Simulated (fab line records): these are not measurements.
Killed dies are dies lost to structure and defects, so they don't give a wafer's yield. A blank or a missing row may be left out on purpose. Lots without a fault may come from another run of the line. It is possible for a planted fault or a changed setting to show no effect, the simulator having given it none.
Matching of chambers + flow n5Finfet + N5_BEOL_M14_DESCUM_33 on rieDiel-05: 4 sister chambers
The step chemistry O2, time 7.9 s. 16 wafers are shown with their chamber, then 8 later ones without.

WAFERS PAIRED WITH THEIR CHAMBERS
| wafer  | chamber | drypumpMotorCurrentA (A) | throttleValvePct (%) | showerheadPlenumPTorr (Torr) |
|--------|---------|--------------------------|----------------------|------------------------------|
| L951.3 | 2       | 6.3                      | 20.59                | 2.07                         |
| L951.5 | 3       | 5.3                      | 20.57                | 2.06                         |
| L951.6 | 2       | 6.3                      | 20.61                | 2.07                         |
| L952.3 | 2       | 6.3                      | 20.59                | 2.07                         |
| L952.4 | 3       | 5.3                      | 20.56                | 2.06                         |
| L952.5 | 1       | 6.2                      | 20.16                | 2.05                         |
| L957.2 | 2       | 6.3                      | 20.62                | 2.07                         |
| L957.3 | 0       | 5.2                      | 20.18                | 2.15                         |
| L957.5 | 1       | 6.2                      | 20.19                | 2.04                         |
| L960.1 | 0       | 5.2                      | 20.21                | 2.15                         |
| L960.3 | 3       | 5.4                      | 20.60                | 2.06                         |
| L960.4 | 1       | 6.1                      | 20.20                | 2.04                         |
| L962.3 | 3       | 5.4                      | 20.61                | 2.05                         |
| L962.4 | 2       | 6.3                      | 20.63                | 2.06                         |
| L962.6 | 0       | 5.2                      | 20.21                | 2.15                         |
| L969.2 | 0       | 5.2                      | 20.20                | 2.14                         |

SIGNATURES (means of the wafers above)
| reading               | chamber 0 | chamber 1 | chamber 2 | chamber 3 | scatter within a chamber |
|-----------------------|-----------|-----------|-----------|-----------|--------------------------|
| drypumpMotorCurrentA  | 5.200     | 6.167     | 6.300     | 5.350     | 0.0373                   |
| throttleValvePct      | 20.2000   | 20.1833   | 20.6080   | 20.5850   | 0.0192                   |
| showerheadPlenumPTorr | 2.1475    | 2.0433    | 2.0680    | 2.0575    | 0.00497                  |
Rule: a wafer's distance from a chamber is the root of the sum, over the readings, of the square of ((its reading less the chamber's mean) divided by the reading's scatter). If the next closest chamber is less than 2 further off than the closest, the wafer can't be placed; otherwise it belongs to the closest. The scatter: take each reading less its chamber's mean, square it, sum over the shown wafers, divide by the number of wafers less the number of chambers, and take the root.

WAFERS WHOSE CHAMBER IS MISSING
| wafer  | drypumpMotorCurrentA (A) | throttleValvePct (%) | showerheadPlenumPTorr (Torr) |
|--------|--------------------------|----------------------|------------------------------|
| L969.3 | 6.2                      | 20.22                | 2.03                         |
| L969.6 | 5.3                      | 20.63                | 2.05                         |
| L968.1 | 5.2                      | 20.22                | 2.14                         |
| L968.2 | 6.2                      | 20.22                | 2.03                         |
| L968.3 | 6.3                      | 20.28                | 2.06                         |
| L971.1 | 6.1                      | 20.26                | 2.03                         |
| L971.2 | 6.3                      | 20.30                | 2.06                         |
| L971.6 | 6.3                      | 20.30                | 2.06                         |

EACH ONE'S CHAMBER
| wafer  | from the rows above | in truth                   |
|--------|---------------------|----------------------------|
| L969.3 | 1                   | 1                          |
| L969.6 | 3                   | 3                          |
| L968.1 | 0                   | 0                          |
| L968.2 | 1                   | 1                          |
| L968.3 | 1                   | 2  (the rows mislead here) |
| L971.1 | 1                   | 1                          |
| L971.2 | 1                   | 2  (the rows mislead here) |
| L971.6 | 1                   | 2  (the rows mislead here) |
5 of 8 placed correctly. Not placeable from these rows: 0. Placed wrongly: 3.
